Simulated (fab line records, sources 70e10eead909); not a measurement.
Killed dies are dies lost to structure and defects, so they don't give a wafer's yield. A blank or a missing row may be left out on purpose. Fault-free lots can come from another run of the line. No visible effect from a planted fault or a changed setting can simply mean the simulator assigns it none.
fab line records | flow nand_harc
record: lots: 5 | wafers: 15 | last_day: 33
route steps=1302 shown A_M1@1183 END@1302
lots that met no fault: taken from a fault-free run of the same line
start_h: start of the lot's first displayed wafer, in hours after the record's first day | wait_h: time in hours since the lot's previous step | " unchanged from the row above | L1.1+2: several wafers, shown together as one row | - either no value or no given start | * or withheld: withheld | < > ~ a bound
route shown NAME@n: NAME is a module with steps in the file, n the number in the route of the first one | usual: average and standard deviation across the fault-free wafers | same: alike in all rows | chamber/n: place in a boat | sites: each site's reading | _std_site: standard deviation across them | _edge_site: inner sites' mean taken away from outer sites' mean | radius_mm: for every site, how far away it sits from the centre of the wafer | mask NAME#n: copy n | behind: the last tool/chamber to shape the wafer | hold: why the lot went on hold/how many hours it stayed there/how the hold came to an end | device: transistor that didn't switch, given as n, p or np | end of line: the same wafers' tests at the end of the route | a step without rows: its recipe alone | killed: at the first sort, the dies lost to defects and structure; wafer yield is something else | map: a wafer's dies, marking killed ones x, the rest . and places with no die _
set.NAME: the run value of the setting; set.NAME@STEP: its run value at that earlier step | model.NAME: the simulator's own value behind a step, which no gauge read
certain route steps with their lots: each step a table, each wafer a row
services: a tool's chamber out of use, with start hour (start_h, from the record's first day; less than 0 if before it), hours out, and reason
== steps ==
step: NHARC_A_M1_ETCH_35
recipe: target_depth_a: 400 | overetch_a: 120 | time_s: 43.94 | ion_energy_ev: 200 | n2_flow_sccm: 150 | h2_flow_sccm: 150 | ar_flow_sccm: 0 | rf_w: 400 | bias_w: 150 | chemistry: N2/H2
usual: chamber_pressure_mTorr: 29.996/0.027 | drypump_motor_current_A: 5.6/0.43 | oes_product_au: 0.997/0.012 | rf_vpp_V: 431.1/2.5 | showerhead_plenum_p_Torr: 2.06/0.084 | throttle_valve_pct: 14.171/0.0094
same: time_s: 43.94
lot.wafer | tool        | chamber | start_h | wait_h | chamber_pressure_mTorr | drypump_motor_current_A | oes_product_au | rf_hours_counter_h | rf_vpp_V | showerhead_plenum_p_Torr | throttle_valve_pct
L533.4    | rie_diel-04 | 2       | 517.38  | 0.1    | 30.027                 | 5.8                     | 1.001          | 4.8                | 429.5    | 2.04                     | 14.171
L533.3    | "           | 0       | "       | "      | 30.019                 | 5.6                     | 0.988          | 4.1                | 427.6    | 1.96                     | 14.156
L533.1    | "           | 1       | "       | "      | 30.002                 | 5.1                     | 0.980          | 4.2                | 433.8    | 2.15                     | 14.174
L544.2    | rie_diel-07 | 1       | 629.88  | 0.1    | 30.017                 | 5.2                     | 0.991          | 6.8                | 434.1    | 2.19                     | 14.171
L544.4    | "           | 2       | "       | "      | 29.935                 | 4.9                     | 1.010          | 9.7                | 428.5    | 1.95                     | 14.163
L544.5    | "           | 3       | "       | "      | 29.995                 | 5.7                     | 1.000          | -                  | 432.0    | 2.15                     | 14.154
L552.2    | rie_diel-07 | 1       | 726.15  | 0.1    | 30.004                 | 5.2                     | 0.998          | 1.4                | 435.6    | 2.19                     | 14.178
L552.3    | "           | 2       | "       | "      | 29.992                 | 4.9                     | 1.006          | 4.9                | 427.7    | 1.95                     | 14.165
L552.1    | "           | 3       | "       | "      | 29.961                 | 5.7                     | 0.988          | 5.0                | 434.0    | 2.14                     | 14.167
L554.4    | rie_diel-13 | 3       | 743.04  | 0.1    | 30.006                 | 5.9                     | 1.000          | 2.5                | 431.4    | 2.07                     | 14.171
L554.2    | "           | 2       | "       | "      | 30.026                 | 6.3                     | 0.999          | 1.7                | 433.9    | 2.16                     | 14.149
L554.5    | "           | 0       | "       | "      | 29.980                 | 5.9                     | 1.007          | -                  | 430.1    | 2.00                     | 14.168
L555.2    | rie_diel-04 | 2       | 759.96  | 0.1    | 29.975                 | 5.8                     | 0.994          | 1.4                | 431.3    | 2.04                     | 14.161
L555.3    | "           | 0       | "       | "      | 29.992                 | 5.6                     | 1.009          | 1.2                | 428.1    | 1.96                     | 14.176
L555.5    | "           | 2       | "       | "      | 30.012                 | 5.8                     | 0.998          | -                  | 431.0    | 2.04                     | 14.176
step: NHARC_A_M1_ETCH_15
recipe: target_depth_a: 1825 | time_s: 91.2 | c4f8_flow_sccm: withheld | ar_flow_sccm: 400 | rf_w: 600 | bias_w: 300 | chemistry: C4F8/Ar
usual: chamber_pressure_mTorr: 25.001/0.025 | oes_product_au: 0.952/0.021 | rf_vpp_V: 441.6/2.6
same: time_s: 91.2
lot.wafer | tool        | chamber | start_h | wait_h | chamber_pressure_mTorr | oes_product_au | rf_hours_counter_h | rf_vpp_V
L533.3    | rie_diel-04 | 3       | -       | -      | 24.973                 | 0.960          | 4.4                | 444.5
L533.1    | "           | 0       | "       | "      | 24.983                 | 0.965          | 4.1                | 438.3
L533.4    | "           | 2       | "       | "      | 25.014                 | 0.970          | 4.8                | 440.7
L544.2    | rie_diel-07 | 3       | -       | -      | 25.020                 | 0.930          | 9.7                | 443.3
L544.4    | "           | 1       | "       | "      | 24.997                 | 0.914          | 6.8                | 445.8
L544.5    | "           | 3       | "       | "      | 24.977                 | 0.926          | -                  | 444.7
L552.2    | rie_diel-07 | 2       | -       | -      | 24.971                 | 0.995          | 5.0                | 439.1
L552.1    | "           | 0       | "       | "      | 25.008                 | 0.962          | 5.6                | 443.8
L552.3    | "           | 1       | "       | "      | 24.947                 | 0.981          | 1.4                | 443.9
L554.4    | rie_diel-13 | 1       | -       | -      | 24.993                 | 0.968          | 2.3                | 438.1
L554.2    | "           | 0       | "       | "      | 24.983                 | 0.990          | 2.4                | 439.8
L554.5    | "           | 2       | "       | "      | 24.988                 | 0.963          | -                  | 443.9
L555.3    | rie_diel-04 | 2       | -       | -      | 25.036                 | 0.965          | 1.4                | 440.2
L555.2    | "           | 3       | "       | "      | 25.005                 | 0.975          | 1.3                | 444.5
L555.5    | "           | 1       | "       | "      | 24.985                 | 0.975          | -                  | 444.0
step: NHARC_A_M1_CD_MEAS_16
usual: cd_nm: 120.2/0.69
lot.wafer | tool      | chamber | start_h | wait_h | cd_nm
L533.1    | cd_sem-03 | -       | 517.61  | -      | 119.2
L533.3    | "         | -       | "       | "      | 120.7
L533.4    | "         | -       | "       | "      | 119.7
L544.2    | cd_sem-03 | -       | 630.09  | -      | 121.2
L544.4    | "         | -       | "       | "      | 121.5
L544.5    | "         | -       | "       | "      | 122.0
L552.1    | cd_sem-02 | -       | 726.37  | -      | 119.6
L552.2    | "         | -       | "       | "      | 119.9
L552.3    | "         | -       | "       | "      | 120.7
L554.2    | cd_sem-03 | -       | 743.26  | -      | 119.1
L554.4    | "         | -       | "       | "      | 120.4
L554.5    | "         | -       | "       | "      | 120.6
L555.2    | cd_sem-01 | -       | 760.18  | -      | 119.5
L555.3    | "         | -       | "       | "      | 120.9
L555.5    | "         | -       | "       | "      | 118.1
step: NHARC_A_M1_STRIP_18
recipe: power_w: 1000 | n2_flow_sccm: 150 | h2_flow_sccm: 150 | ar_flow_sccm: 0 | bias_w: 0 | chemistry: N2/H2
step: NHARC_A_M1_ETCH_28
recipe: target_depth_a: 300 | over_etch_frac: 0.3 | time_s: 72.99 | ion_energy_ev: 150 | cf4_flow_sccm: 50 | n2_flow_sccm: 100 | ar_flow_sccm: 150 | rf_w: 300 | bias_w: 100 | chemistry: CF4/N2
step: NHARC_A_M1_STRIP_19
recipe: time_s: 600 | temp_c: 30 | chemistry: post_etch_residue_remover
step: NHARC_A_M1_DEGAS_29
recipe: temp_c: 250 | time_s: 60
step: NHARC_A_M1_PRE_CLEAN_30
recipe: time_s: 30 | temp_c: 280 | gas: H2/He
usual: heater_power_w: 419/41
same: time_s: 30
lot.wafer | tool           | chamber | start_h | wait_h | heater_power_w
L533.3    | pvd_sputter-01 | -       | -       | -      | 375
L533.1    | "              | -       | "       | "      | 367
L533.4    | "              | -       | "       | "      | 438
L544.2    | pvd_sputter-03 | -       | -       | -      | 436
L544.4    | "              | -       | "       | "      | 499
L544.5    | "              | -       | "       | "      | 395
L552.3    | pvd_sputter-01 | -       | -       | -      | 352
L552.1    | "              | -       | "       | "      | 413
L552.2    | "              | -       | "       | "      | 384
L554.4    | pvd_sputter-01 | -       | -       | -      | 462
L554.2    | "              | -       | "       | "      | 415
L554.5    | "              | -       | "       | "      | 353
L555.3    | pvd_sputter-01 | -       | -       | -      | 425
L555.2    | "              | -       | "       | "      | 383
L555.5    | "              | -       | "       | "      | 458
step: NHARC_A_M1_PVD_20
recipe: target_thk_a: 50 | bias_v: 168.6 | power_w: 15000 | chamber_pressure_pa: 0.12 | time_s: 8.06 | substrate_temp_c: 50 | material: TaN
usual: throttle_valve_pct: 30.4/1
same: time_s: 8.06
lot.wafer | tool           | chamber | start_h | wait_h | throttle_valve_pct
L533.3    | pvd_sputter-01 | -       | -       | -      | 30.2
L533.4    | "              | -       | "       | "      | 30.4
L533.1    | "              | -       | "       | "      | 31.1
L544.4    | pvd_sputter-03 | -       | -       | -      | 28.8
L544.2    | "              | -       | "       | "      | 30.7
L544.5    | "              | -       | "       | "      | 31.1
L552.3    | pvd_sputter-01 | -       | -       | -      | 31.1
L552.2    | "              | -       | "       | "      | 29.7
L552.1    | "              | -       | "       | "      | 29.0
L554.4    | pvd_sputter-01 | -       | -       | -      | 31.4
L554.2    | "              | -       | "       | "      | 29.4
L554.5    | "              | -       | "       | "      | 30.8
L555.2    | pvd_sputter-01 | -       | -       | -      | 30.6
L555.3    | "              | -       | "       | "      | 28.6
L555.5    | "              | -       | "       | "      | 30.8
step: NHARC_A_M1_PVD_21
recipe: target_thk_a: 300 | chamber_pressure_pa: 5 | power_w: 5000 | substrate_temp_c: 30 | time_s: 20.49 | material: Cu
step: NHARC_A_M1_ECD_22
recipe: target_thk_a: 4000 | bath_temp_c: 25 | material: Cu
step: NHARC_A_M1_ANNEAL_31
recipe: temp_c: 225 | time_s: 90
step: NHARC_A_M1_CMP_23
recipe: t_overpolish_s: 20 | target_thk_nm: 154.34
usual: edge_zone_pressure_frac: 1.000/0.0046 | motor_current_A: 12.1/1.4 | time_to_endpoint_s: 29/3.2
lot.wafer | tool   | chamber | start_h | wait_h | edge_zone_pressure_frac | motor_current_A | time_to_endpoint_s
L533.3    | cmp-02 | 3       | 519.42  | -      | 1.011                   | 12.2            | 33
L533.4    | "      | 0       | "       | "      | 1.006                   | 10.6            | 27
L533.1    | "      | 1       | "       | "      | 1.001                   | 12.0            | 32
L544.2    | cmp-03 | 1       | 631.89  | -      | 1.004                   | 10.7            | 27
L544.4    | "      | 2       | "       | "      | 1.000                   | 11.2            | 26
L544.5    | "      | 2       | "       | "      | 1.012                   | 11.8            | 28
L552.2    | cmp-02 | 2       | 728.17  | -      | 1.001                   | 11.8            | 26
L552.3    | "      | 0       | "       | "      | 1.008                   | 10.6            | 27
L552.1    | "      | 1       | "       | "      | 1.003                   | 12.7            | 32
L554.4    | cmp-03 | 3       | 745.06  | -      | 1.003                   | 11.3            | 31
L554.2    | "      | 2       | "       | "      | 0.993                   | 11.5            | 29
L554.5    | "      | 3       | "       | "      | 0.995                   | 10.8            | 28
L555.2    | cmp-02 | 2       | 762.04  | -      | 0.999                   | 11.1            | 28
L555.3    | "      | 3       | "       | "      | 0.998                   | 12.1            | 30
L555.5    | "      | 1       | "       | "      | 0.999                   | 12.4            | 27
step: NHARC_A_M1_THK_MEAS_24
recipe: thk_meas_gauge: xrf
usual: thk_nm: 154.2/1.8
lot.wafer | tool          | chamber | start_h | wait_h | thk_nm
L533.1    | film_metro-01 | -       | 519.74  | -      | 154.7
L533.3    | "             | -       | "       | "      | 156.8
L533.4    | "             | -       | "       | "      | 152.1
L544.2    | film_metro-02 | -       | 632.20  | -      | 152.1
L544.4    | "             | -       | "       | "      | 153.7
L544.5    | "             | -       | "       | "      | 153.0
L552.1    | film_metro-02 | -       | 728.48  | -      | 154.6
L552.2    | "             | -       | "       | "      | 152.6
L552.3    | "             | -       | "       | "      | 149.9
L554.2    | film_metro-01 | -       | 745.38  | -      | 153.6
L554.4    | "             | -       | "       | "      | 153.9
L554.5    | "             | -       | "       | "      | 154.7
L555.2    | film_metro-01 | -       | 762.30  | -      | 153.2
L555.3    | "             | -       | "       | "      | 154.4
L555.5    | "             | -       | "       | "      | 155.7
step: NHARC_A_M1_SRD_25
step: NHARC_A_M1_INSPECT_27
usual: raw_defect_count: 523/110
lot.wafer | tool              | chamber | start_h | wait_h | raw_defect_count
L533.1    | defect_inspect-02 | -       | 519.90  | 0.0    | 403
L533.3    | "                 | -       | "       | "      | 350
L533.4    | "                 | -       | "       | "      | 384
L544.2    | defect_inspect-02 | -       | 632.36  | 0.0    | 318
L544.4    | "                 | -       | "       | "      | 990
L544.5    | "                 | -       | "       | "      | 1074
L552.1    | defect_inspect-01 | -       | 728.64  | 0.0    | 468
L552.2    | "                 | -       | "       | "      | 490
L552.3    | "                 | -       | "       | "      | 534
L554.2    | defect_inspect-01 | -       | 745.53  | 0.0    | 635
L554.4    | "                 | -       | "       | "      | 471
L554.5    | "                 | -       | "       | "      | 564
L555.2    | defect_inspect-02 | -       | 762.45  | 0.0    | 819
L555.3    | "                 | -       | "       | "      | 766
L555.5    | "                 | -       | "       | "      | 726
step: NHARC_A_M1_PRE_CLEAN_32
recipe: time_s: 12 | temp_c: 370 | rf_power_w: 300 | gas: NH3
usual: heater_power_w: 643/55
same: time_s: 12
lot.wafer | tool     | chamber | start_h | wait_h | heater_power_w
L533.1    | pecvd-03 | 0       | 520.24  | 0.3    | 611
L533.3    | "        | 2       | "       | "      | 668
L533.4    | "        | 0       | "       | "      | 609
L544.2    | pecvd-02 | 1       | 632.45  | 0.1    | 568
L544.4    | "        | 2       | "       | "      | 693
L544.5    | "        | 0       | "       | "      | 615
L552.3    | pecvd-01 | 1       | 728.73  | 0.1    | 572
L552.2    | "        | 2       | "       | "      | 778
L552.1    | "        | 0       | "       | "      | 666
L554.2    | pecvd-02 | 2       | 745.61  | 0.1    | 707
L554.5    | "        | 1       | "       | "      | 599
L554.4    | "        | 2       | "       | "      | 714
L555.2    | pecvd-01 | 1       | 762.53  | 0.1    | 558
L555.3    | "        | 2       | "       | "      | 748
L555.5    | "        | 2       | "       | "      | 758
step: NHARC_END_SORT_01
recipe: temp_c: 25
usual: defect_limited_yield: 90.6/2.9 | killed_at_array: 59/20 | killed_at_other: 0.8/1.2 | killed_at_periphery: 3.5/2.2 | killed_dies: 63/20 | killed_open: 3.3/1.8 | killed_short: 2.6/1.7
same: gross_dies: 677
lot.wafer | tool      | chamber | start_h | wait_h | defect_limited_yield[%] | killed_at_array | killed_at_other | killed_at_periphery | killed_dies | killed_open | killed_short
L544.4    | prober-01 | 0       | 667.21  | 3.4    | 38.3                    | 409             | 0               | 9                   | 418         | 5           | 5
L544.5    | prober-01 | 0       | 668.00  | 3.7    | 40.9                    | 397             | 0               | 3                   | 400         | 3           | 2
killed by level:class
L544.4 A_M1:unspecified=371 A_CHANNEL_HOLE_D1:chamber_film_flake=19 P_GATE:chamber_film_flake=4 A_SLIT:chamber_film_flake=3 A_BLC:chamber_film_flake=3 P_CONTACT:geometric_particle:open=2 P_M1:geometric_particle:short=2 A_WL_FILL:geometric_particle:short=2
L544.5 A_M1:unspecified=375 A_CHANNEL_HOLE_D1:chamber_film_flake=14 A_STAIRCASE:chamber_film_flake=3 P_CONTACT:geometric_particle:short=1 P_CONTACT:geometric_particle:open=1 A_ONON_D1:geometric_particle:short=1 A_CHANNEL_HOLE_D1:geometric_particle:open=1 A_DECK1_JOINT:geometric_particle:open=1
map L544.4 (x killed, . not)
____________.____________
_________x.xx.xx_________
_______xxxx.xxxx.x_______
______x..xx.xxxxxx.______
_____.x...xx...x.xxx_____
____x.xxxx.xxx..x.x.x____
____x.xxx....x.xxxx.x____
___.xxx.xxxxxxx..xxxx.___
___xxxx.x..xxxx...xxxx___
__.....x.xxxxxx.xx..xxx__
__xx..x..xx..xxx.x.xxx.__
_xxxx.xx.....xxx.xxxxx.x_
_xxxxxxxxxxxxxxx.xxxx.xx_
_...x.x.x..xxxx....x.xx._
_xx..xx.....xx..xxx.x..._
_x..xxxx.....xx.x...xxx._
.x..xxx..........x..xxxx.
xxx..x.xxx.x.x..xxx.x.x..
.x.x..xx.x..x..xx...x..xx
x...xxxxxx.x..x.x...xx...
x.xxx.x...xxxx.xx...x.xxx
_x.xx.xx.xxx.x.xxxxxxxx._
_.xxxxx.xxxx..xxx.x.x..x_
_....x.xxxxx...xxx...xxx_
_xxx.xx.x.x..xxx..x.x.xx_
_xx..xxxx.x.xxxxxx...x.x_
__x..xxxx.x.x...xxxx.xx__
__..x.xx..xxxxxxxxx.xxx__
___xx...xxxxxxxx.xxxxx___
___x.x.x.xxx.xxxxxx.xx___
____x...xx.xxxxxxxxx.____
____..x..xxx.xxxxxxxx____
_____xxx.xxxx.xxxxxx_____
______x..xxxx.x.xxx______
_______..x.x.xxxxx_______
_________x.xx.xx_________
____________.____________
map L554.2 (x killed, . not)
____________.____________
_________......._________
_______.x........._______
______.............______
_____..............._____
____.................____
____.................____
___..........x........___
___.......x...........___
__.....................__
__...x.................__
_......................._
_.................x....._
_x......x..............._
_......................x_
_............x.........._
....x...x........x.......
..x....x.................
x.....x.xxxx........x....
.....x.xxxx.x............
.......xxxxxx............
_....xxxxxxx.....x......_
_........x......x......._
_.....xx.xx............._
_......x.xx............._
_......................._
__.....................__
__.....................__
___...................___
___.................x.___
____..........x......____
____......x..........____
_____..............._____
______....x........______
_______x.........._______
_________......._________
____________.____________
== services ==
tool           | chamber | start_h | hours | kind
rie_diel-07    | 0       | 499.75  | 8.5   | repair
pvd_sputter-03 | -       | 503.13  | 0.6   | repair
cmp-02         | -       | 508.64  | 3.7   | repair
cmp-03         | -       | 512.82  | 1.7   | repair
rie_diel-13    | -       | 519.00  | 9.0   | pm
rie_diel-04    | -       | 521.36  | 0.2   | repair
cmp-02         | -       | 526.50  | 4.0   | pm
rie_diel-04    | -       | 531.90  | 9.0   | pm
rie_diel-07    | -       | 545.97  | 0.3   | repair
rie_diel-07    | 1       | 557.24  | 23.1  | repair
rie_diel-04    | 0       | 565.75  | 3.1   | repair
pvd_sputter-01 | -       | 565.91  | 27.1  | repair
cmp-02         | -       | 575.34  | 1.6   | repair
pvd_sputter-01 | -       | 593.01  | 10.0  | pm
rie_diel-04    | 3       | 594.33  | 5.9   | repair
rie_diel-04    | -       | 604.63  | 0.7   | repair
cmp-02         | -       | 608.26  | 2.0   | repair
cmp-02         | -       | 624.50  | 4.0   | pm
rie_diel-04    | 0       | 628.78  | 1.9   | repair
rie_diel-07    | -       | 648.20  | 9.0   | pm
rie_diel-07    | 1       | 671.51  | 42.2  | repair
rie_diel-04    | -       | 708.90  | 9.0   | pm
cmp-02         | -       | 722.50  | 4.0   | pm
pvd_sputter-01 | -       | 758.24  | 1.0   | repair
== key ==
first_sign: step: NHARC_A_M1_INSPECT_27 | reading: raw_defect_count | direction: up | sigmas: 4.5 | usual: 523 | struck: 1032
effect: step: NHARC_END_SORT_01 | reading: killed_at_array | direction: up | sigmas: 18 | usual: 59 | struck: 403
more_kills_born_at: NHARC_A_M1_CMP_23@cmp-03: 746
met_at NHARC_A_M1_CMP_23
struck_wafers L544.4,L544.5
fault: kind: chamber_particle_source | tool: cmp-03 | chamber: 2 | onset_h: 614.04 | steps: NHARC_A_M1_CMP_23 | rate_per_visit_cm2: 0.89746 | end_h: 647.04
